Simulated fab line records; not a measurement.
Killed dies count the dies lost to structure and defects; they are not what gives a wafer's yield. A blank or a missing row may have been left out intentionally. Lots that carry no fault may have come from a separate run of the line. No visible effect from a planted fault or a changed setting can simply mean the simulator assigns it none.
Comparing a struck lot with a sound one ; flow nand harc ; 23 steps out of a route of 1159
Sound: the wafers L906.1, L906.3, L906.5. Wafers struck: L921.2, L921.5, L921.6. The cause comes at the end.
Order at every step that has rows: each side's tool, ch and its chambers, its first start. Under that, the readings that differ: sound wafers ; struck wafers ; difference of the means ; sigmas: that difference in standard deviations of wafers without a fault.
alike: readings whose means differ by less than 2 such deviations, and words and numbers that are the same on both sides. not compared: withheld readings, readings that some wafer has no value for, bounds like >300 that may hide the same value, and numbers for which the record gives no deviation and whose values overlap.
Wherever a step has rows on one side only, a row that says differs or no value, or a row with sigmas, the two part there. Numbers that don't overlap but have no deviation are shown without sigmas and don't part them. A reading that every wafer of one side lacks parts them only if that side has two wafers or more.

NHARC_A_M0_INSPECT_27:
  struck on defect inspect-02, day 22 01:13; sound on defect inspect-02, day 18 04:31
  alike: raw defect count
NHARC_A_M0_PRE_CLEAN_31: time 12 s.
  sound on pecvd-01 ch 0,1, day 18 04:36; struck on pecvd-01 ch 0,1,2, day 22 01:17
reading;sound;struck;difference;sigmas
heater power w (W);672 617 656;567 487 591;-100;-2
  not compared: since wet clean h
NHARC_A_M0_DEP_32: deposits SiCN, target thk 30 nm.
  sound on pecvd-01 ch 0,1, day 18 04:43; struck on pecvd-01 ch 0,1,2, day 22 01:24
  alike: chamber pressure Torr, heater power w
  not compared: since wet clean h
then, 8 steps without rows for these wafers: NHARC_A_M1_DEP_00 (deposits SiOC, target thk 182.5 nm); NHARC_A_M1_DEHYDRATE_01 (time 120 s); NHARC_A_M1_HMDS_02 (time 30 s); NHARC_A_M1_COAT_34 (time 65 s); NHARC_A_M1_COAT_03 (resist thk 90 nm); NHARC_A_M1_SOFTBAKE_04 (time 55 s); NHARC_A_M1_EBR_05; NHARC_A_M1_EXPOSE_06 (exposes mask A M1, target cd 120 nm).
NHARC_A_M1_PEB_07: peb time 65 s.
  sound on litho track-06 ch 0, day 18 06:02; struck on litho track-06 ch 0, day 22 02:23
  alike: resist line temp C
then, 1 step without rows for these wafers: NHARC_A_M1_DEVELOP_08 (develop time 35 s).
NHARC_A_M1_CD_MEAS_09: the cd target is 120 nm.
  sound on cd sem-02 ch 0, day 18 06:07; struck on cd sem-03 ch 0, day 22 02:28
reading;sound;struck;difference;sigmas
cd nm (nm);120.0 120.1 120.2;125.5 124.9 125.2;+5.1;+8
NHARC_A_M1_OVL_MEAS_10: pitch 240 nm.
  struck on overlay-01, day 22 02:34; sound on overlay-02, day 18 06:13
  alike: overlay x nm, overlay y nm
NHARC_A_M1_INSPECT_11:
  struck on defect inspect-01, day 22 02:36; sound on defect inspect-01, day 18 06:15
  alike: raw defect count
NHARC_A_M1_DESCUM_14: chemistry O2, time 3 s.
  sound on rie diel-10 ch 0,1, day 18 06:19; struck on rie diel-03 ch 1,2,3, day 22 02:41
reading;sound;struck;difference;sigmas
model.A_M1.cd nm (nm);120.1 121.1 120.6;125.4 124.5 124.8;+4.3;
  alike: drypump motor current A, oes product au, rf vpp V, showerhead plenum p Torr, throttle valve pct
  not compared: rf hours counter h
NHARC_A_M1_ETCH_35: etches the open film in N2/H2, target depth 40 nm, overetch 12 nm, time 43.94 s.
  sound on rie diel-10 ch 1,2, day 18 06:25; struck on rie diel-03 ch 0,1,2, day 22 02:46
  alike: drypump motor current A, oes product au, rf vpp V, showerhead plenum p Torr, throttle valve pct
  not compared: rf hours counter h
NHARC_A_M1_ETCH_15: etches the open film in C4F8/Ar, target depth 182.5 nm, time 91.2 s.
  sound on rie diel-10 ch 1,3; struck on rie diel-03 ch 0,3
reading;sound;struck;difference;sigmas
oes product au (a.u.);0.926 0.926 0.934;0.992 0.977 0.991;+0.058;+3
  alike: rf vpp V
  not compared: rf hours counter h
NHARC_A_M1_CD_MEAS_16:
  struck on cd sem-02, day 22 02:58; sound on cd sem-01, day 18 06:37
reading;sound;struck;difference;sigmas
cd nm (nm);120.2 121.7 121.1;125.3 124.6 125.3;+4.1;+5
NHARC_A_M1_STRIP_18: strips in N2/H2.
  sound on rie diel-10 ch 0,2, day 18 06:43; struck on rie diel-11 ch 1,2, day 22 03:02
  alike: drypump motor current A, oes product au, rf vpp V, showerhead plenum p Torr, throttle valve pct
  not compared: rf hours counter h
NHARC_A_M1_ETCH_28: etches the open film in CF4/N2, target depth 30 nm, time 72.99 s.
  sound on rie diel-10 ch 0,1; struck on rie diel-11 ch 1,3
reading;sound;struck;difference;sigmas
model.A_M1.cd nm (nm);120.5 121.4 121.2;126.4 124.3 126.5;+4.7;
  alike: drypump motor current A, oes product au, rf vpp V, showerhead plenum p Torr, throttle valve pct
  not compared: rf hours counter h
then, 1 step without rows for these wafers: NHARC_A_M1_STRIP_19 (strips in post etch residue remover, time 600 s).

## WHERE THEY PART
Last at NHARC_A_M1_CD_MEAS_16 as far as this record goes, first at NHARC_A_M0_PRE_CLEAN_31. Later steps at which nothing parts them and some readings are alike: NHARC_A_M1_STRIP_18, NHARC_A_M1_ETCH_28.

WHY: the cause the simulator had injected
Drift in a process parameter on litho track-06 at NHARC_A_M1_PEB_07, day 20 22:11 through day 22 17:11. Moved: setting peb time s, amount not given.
